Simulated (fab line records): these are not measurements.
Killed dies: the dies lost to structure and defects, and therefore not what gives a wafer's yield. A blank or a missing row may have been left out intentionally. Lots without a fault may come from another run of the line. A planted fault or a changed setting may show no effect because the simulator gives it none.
Split-lot trial + flow n5 finfet + 7 lots, 39 wafers read, on a route of 1938 steps

ON THE SPLIT
At N5_DUMMY_GATE_HM_DEP_06 (deposits SiNx from DCS/NH3, target thk 80 nm, time 5141 s), the setting time s was moved away from the recipe's 5141 s on 24 of the 39 wafers read, by -58.5% to +22.9%. The other wafers ran this setting at the recipe's value.

The reading is taken at the split's own step.

THE READING
SiNx_of_DUMMY_GATE_HM_DEP_06.thk nm (the simulator's own value, which no gauge read), in nm, at N5_DUMMY_GATE_HM_DEP_06 (deposits SiNx from DCS/NH3, target thk 80 nm, time 5141 s). The file does not state a usual value for it. Here, 15 wafers ran the recipe; their average is 78.8 nm with a standard deviation of 1.2 nm.

| wafer  | tool, chamber at the split | time s as run, s | against the recipe | SiNx_of_DUMMY_GATE_HM_DEP_06.thk nm, nm | against lot-mates on the recipe |
|--------|----------------------------|------------------|--------------------|-----------------------------------------|---------------------------------|
| L076.1 | -, -                       | 2608             | -49.3%             | 40                                      | no lot-mate on the recipe       |
| L076.2 | -, -                       | 2608             | -49.3%             | 40.6                                    | no lot-mate on the recipe       |
| L076.3 | -, -                       | 2608             | -49.3%             | 40.2                                    | no lot-mate on the recipe       |
| L076.4 | -, -                       | 2608             | -49.3%             | 40.8                                    | no lot-mate on the recipe       |
| L076.6 | -, -                       | 2608             | -49.3%             | 40.8                                    | no lot-mate on the recipe       |
| L076.5 | -, -                       | 2608             | -49.3%             | 39.8                                    | no lot-mate on the recipe       |
| L077.1 | -, -                       | 6320             | +22.9%             | 98.6                                    | no lot-mate on the recipe       |
| L077.6 | -, -                       | 6320             | +22.9%             | 98.6                                    | no lot-mate on the recipe       |
| L077.2 | -, -                       | 6320             | +22.9%             | 97.8                                    | no lot-mate on the recipe       |
| L077.3 | -, -                       | 6320             | +22.9%             | 98                                      | no lot-mate on the recipe       |
| L077.4 | -, -                       | 6320             | +22.9%             | 98.8                                    | no lot-mate on the recipe       |
| L077.5 | -, -                       | 6320             | +22.9%             | 98.4                                    | no lot-mate on the recipe       |
| L079.1 | -, -                       | 2136             | -58.5%             | 32.6                                    | no lot-mate on the recipe       |
| L079.2 | -, -                       | 2136             | -58.5%             | 33.4                                    | no lot-mate on the recipe       |
| L079.3 | -, -                       | 2136             | -58.5%             | 33.4                                    | no lot-mate on the recipe       |
| L079.5 | -, -                       | 2136             | -58.5%             | 33.4                                    | no lot-mate on the recipe       |
| L079.4 | -, -                       | 2136             | -58.5%             | 34                                      | no lot-mate on the recipe       |
| L079.6 | -, -                       | 2136             | -58.5%             | 33                                      | no lot-mate on the recipe       |
| L083.1 | lpcvd-01, 0/40             | 5141             | recipe             | 79.6                                    | -                               |
| L083.5 | lpcvd-01, 0/59             | 5141             | recipe             | 80.6                                    | -                               |
| L083.6 | lpcvd-01, 0/64             | 5141             | recipe             | 79.8                                    | -                               |
| L090.1 | -, -                       | 5141             | recipe             | 79.6                                    | -                               |
| L090.2 | -, -                       | 5141             | recipe             | 79.6                                    | -                               |
| L090.3 | -, -                       | 5141             | recipe             | 79.6                                    | -                               |
| L090.4 | -, -                       | 5141             | recipe             | 79                                      | -                               |
| L090.5 | -, -                       | 5141             | recipe             | 80                                      | -                               |
| L090.6 | -, -                       | 5141             | recipe             | 79.4                                    | -                               |
| L094.1 | -, -                       | 5141             | recipe             | 77.4                                    | -                               |
| L094.2 | -, -                       | 5141             | recipe             | 77.4                                    | -                               |
| L094.4 | -, -                       | 5141             | recipe             | 77.4                                    | -                               |
| L094.5 | -, -                       | 5141             | recipe             | 77.4                                    | -                               |
| L094.6 | -, -                       | 5141             | recipe             | 77.4                                    | -                               |
| L094.3 | -, -                       | 5141             | recipe             | 77.2                                    | -                               |
| L096.1 | -, -                       | 3259             | -36.6%             | 51.6                                    | no lot-mate on the recipe       |
| L096.2 | -, -                       | 3259             | -36.6%             | 51.4                                    | no lot-mate on the recipe       |
| L096.3 | -, -                       | 3259             | -36.6%             | 50.4                                    | no lot-mate on the recipe       |
| L096.4 | -, -                       | 3259             | -36.6%             | 50.8                                    | no lot-mate on the recipe       |
| L096.5 | -, -                       | 3259             | -36.6%             | 51                                      | no lot-mate on the recipe       |
| L096.6 | -, -                       | 3259             | -36.6%             | 50.6                                    | no lot-mate on the recipe       |

THE FIT
A straight line over all 39 wafers: SiNx_of_DUMMY_GATE_HM_DEP_06.thk nm changes by +0.789 nm for each +1% of time s; r = +1.00; the points scatter about the line by 1 nm.
Too few moved wafers have a lot-mate on the recipe to fit a line with each lot's own level taken away.

FILE'S OWN FIT
SiNx_of_DUMMY_GATE_HM_DEP_06.thk nm changes by +0.789 nm for each +1% of time s, r = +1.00.
